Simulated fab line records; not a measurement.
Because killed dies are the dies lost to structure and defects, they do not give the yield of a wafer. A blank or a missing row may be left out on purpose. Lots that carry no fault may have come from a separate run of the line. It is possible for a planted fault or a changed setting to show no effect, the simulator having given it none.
Comparing a struck lot with a sound one :: flow n5_finfet :: 41 out of 1938 route steps
Sound: these wafers, L150.2, L150.4, L150.6. Wafers struck: L158.3, L158.4, L158.5. The cause is given at the end.
Each step with rows lists, per side, the tool, then ch with its chambers, then its first start. Under that, the readings that differ: sound wafers :: struck wafers :: difference of the means :: sigmas: that difference in standard deviations of wafers without a fault.
alike: readings with means less than 2 such deviations apart, plus words and numbers identical on both sides. not compared: withheld readings, readings lacking a value on some wafer, bounds such as >300 that could conceal the same value, and numbers that have no deviation in the record and whose values overlap.
Wherever a step has rows on one side only, a row that says differs or no value, or a row with sigmas, the two part there. When numbers do not overlap yet have no deviation, they are printed without sigmas and do not part them. Lack of a reading on every wafer of one side parts them only where that side has two or more wafers.

first, 12 steps without rows for these wafers: N5_SD_EPI_N_ETCH_34 (etches SiARC in CF4, target depth 45.5 nm, time 75.8 s); N5_SD_EPI_N_ETCH_35 (etches SOC in N2/H2, overetch 108 nm, time 486 s); N5_SD_EPI_N_STRIP_36 (strips in N2/H2); N5_SD_EPI_N_ETCHBACK_44 (etches SiNx in CH3F/O2, stops on SiO2, target depth 14.5 nm); N5_SD_EPI_N_ETCH_45 (etches SiOCN in CH3F/O2, target depth 6 nm); N5_SD_EPI_N_ETCH_16 (etches SiO2 in CHF3/O2, target depth 5 nm); N5_SD_EPI_N_STRIP_47 (strips in CHF3/O2); N5_SD_EPI_N_SD_RECESS_17 (chemistry HBr/Cl2/O2, target depth 41 nm, time 23.7 s, bt time 3 s); N5_SD_EPI_N_STRIP_38 (strips in N2/H2); N5_SD_EPI_N_WET_ETCH_43 (etches SiO2 in dHF, time 14 s, target depth 1.5 nm); N5_SD_EPI_N_STRIP_18 (strips in SPM, time 750 s); N5_SD_EPI_N_SRD_20 (time 30 s).
N5_SD_EPI_N_PRECLEAN_48: cleans in NF3:NH3, afs cycles 2, time 20 s, sublimation time 60 s.
  struck on epi_rpcvd-01, day 7 08:11; sound on epi_rpcvd-02 ch 0, day 5 02:46
  no value came back on the struck wafers for afs_cycles, chamber_pressure_Torr (Torr), time_s (s); on the sound wafers afs_cycles reads 2 2 2
  not compared: model.SiNx_of_SPACER0_ALD_08.thk_nm
then, 1 step without rows for these wafers: N5_SD_EPI_N_VAPOR_ETCH_50 (etches Si in HCl, time 54 s).
N5_SD_EPI_N_EPI_21: deposits Si:P, time 690 s.
  sound on epi_rpcvd-02 ch 0, day 5 03:31; struck on epi_rpcvd-01 ch 0, day 7 09:10
reading: model.Si-P_of_SD_EPI_N_EPI_21.thk_nm (nm)
sound: 59.4 60.6 60
struck: 1.2 1.4 1.6
difference: -58.6
sigmas: 
  alike: susceptor_temp_C_max
then, 22 steps without rows for these wafers: N5_SD_EPI_N_PRECLEAN_24 (cleans in O3/DIW, time 60 s); N5_SD_EPI_N_SRD_25 (time 30 s); N5_SD_EPI_N_PRECLEAN_49 (cleans in NF3:NH3, afs cycles 1, time 20 s, sublimation time 60 s); N5_SD_EPI_N_LINER_46 (material SiNx, target thk 3 nm); N5_SD_EPI_P_COAT_34 (time 60 s, resist thk 350 nm); N5_SD_EPI_P_COAT_35 (time 60 s, resist thk 35 nm); N5_SD_EPI_P_COAT_03 (resist thk 150 nm); N5_SD_EPI_P_EBR_05; N5_SD_EPI_P_SOFTBAKE_04 (time 60 s); N5_SD_EPI_P_EXPOSE_06 (exposes mask SD P BLK, target cd 240 nm); N5_SD_EPI_P_PEB_07 (peb time 60 s); N5_SD_EPI_P_DEVELOP_08 (develop time 30 s); N5_SD_EPI_P_DESCUM_14 (chemistry O2, time 7.9 s); N5_SD_EPI_P_ETCH_36 (etches SiARC in CF4, target depth 45.5 nm, time 75.8 s); N5_SD_EPI_P_ETCH_37 (etches SOC in N2/H2, overetch 108 nm, time 486 s); N5_SD_EPI_P_STRIP_38 (strips in N2/H2); N5_SD_EPI_P_ETCHBACK_46 (etches SiNx in CH3F/O2, stops on SiO2, target depth 17.5 nm); N5_SD_EPI_P_ETCH_47 (etches SiOCN in CH3F/O2, target depth 25 nm); N5_SD_EPI_P_ETCH_16 (etches SiO2 in CHF3/O2, target depth 5 nm); N5_SD_EPI_P_STRIP_50 (strips in CHF3/O2); N5_SD_EPI_P_SD_RECESS_17 (chemistry HBr/Cl2/O2, target depth 39.1 nm, bt time 3 s); N5_SD_EPI_P_WET_ETCH_45 (etches SiO2 in dHF, time 10.7 s, target depth 2 nm, rinse time 30 s).
N5_SD_ACTIVATION_RS_MEAS_03: the measuring method here is four-point-probe.
  struck on film_metro-02, day 7 15:49; sound on film_metro-02, day 5 10:04
reading: RS_SD_N (ohm/sq)
sound: 21.8 21.4 21.5
struck: - - -
difference: no value on the struck wafers
sigmas: 
  alike: RS_SD_P
N5_MOL_CONTACT_COAG_ETCH_15: etches SiNx in CH3F/O2, stops on Si:P, target depth 7 nm.
  sound on rie_diel-01 ch 1,2, day 6 16:23; struck on rie_diel-01 ch 1,2,3, day 8 22:45
reading: model.Si-P_of_SD_EPI_N_EPI_21.thk_nm (nm)
sound: 58.6 59.6 59.2
struck: 1.2 1.4 1.6
difference: -57.7
sigmas: 
  alike: drypump_motor_current_A, oes_product_au, rf_vpp_V, showerhead_plenum_p_Torr, throttle_valve_pct
  not compared: rf_hours_counter_h
-- record jumps: 3 days separate the struck wafers' starts on either side; left off in module MOL_CONTACT_COAG, taken up again in module BEOL_M4, whose first shown step is the route's number 1111 --
N5_BEOL_M4_RC_MEAS_101:
  sound on prober-01 ch 0, day 9 22:51; struck on prober-02 ch 0, day 11 22:31
reading: ION_P (uA/um)
sound: 473 468 469
struck: 453 457 460
difference: -13
sigmas: -2
  alike: DIBL_P, IOFF_P, SS_P, VT_P
-- record jumps: 4 days separate the struck wafers' starts on either side; left off in module BEOL_M4, taken up again in module PASSIVATION, whose first shown step is the route's number 1936 --
N5_PASSIVATION_PROBE_49:
  struck on prober-02, day 16 10:23; sound on prober-02, day 14 09:02
reading: sort_bin_8_speed (%)
sound: 0 0 0
struck: 90.00 92.63 93.22
difference: +91.95
sigmas: 

reading: sort_n_pass
sound: 1081 1095 1071
struck: 0 0 0
difference: -1082
sigmas: -57

reading: sort_yield_pct (%)
sound: 91.6 92.8 90.8
struck: 0 0 0
difference: -92
sigmas: -57
  alike: defect_limited_yield, killed_at_M0_to_M3, killed_at_M4_up, killed_at_contacts, killed_at_front_end, killed_at_other, killed_dies, killed_on_rim, killed_open, killed_short, sort_bin_5_function, sort_bin_6_memory

== WHERE THEY PART ==
Last at N5_PASSIVATION_PROBE_49 as far as this record goes, first at N5_SD_EPI_N_PRECLEAN_48.

WHY: the cause the simulator had injected
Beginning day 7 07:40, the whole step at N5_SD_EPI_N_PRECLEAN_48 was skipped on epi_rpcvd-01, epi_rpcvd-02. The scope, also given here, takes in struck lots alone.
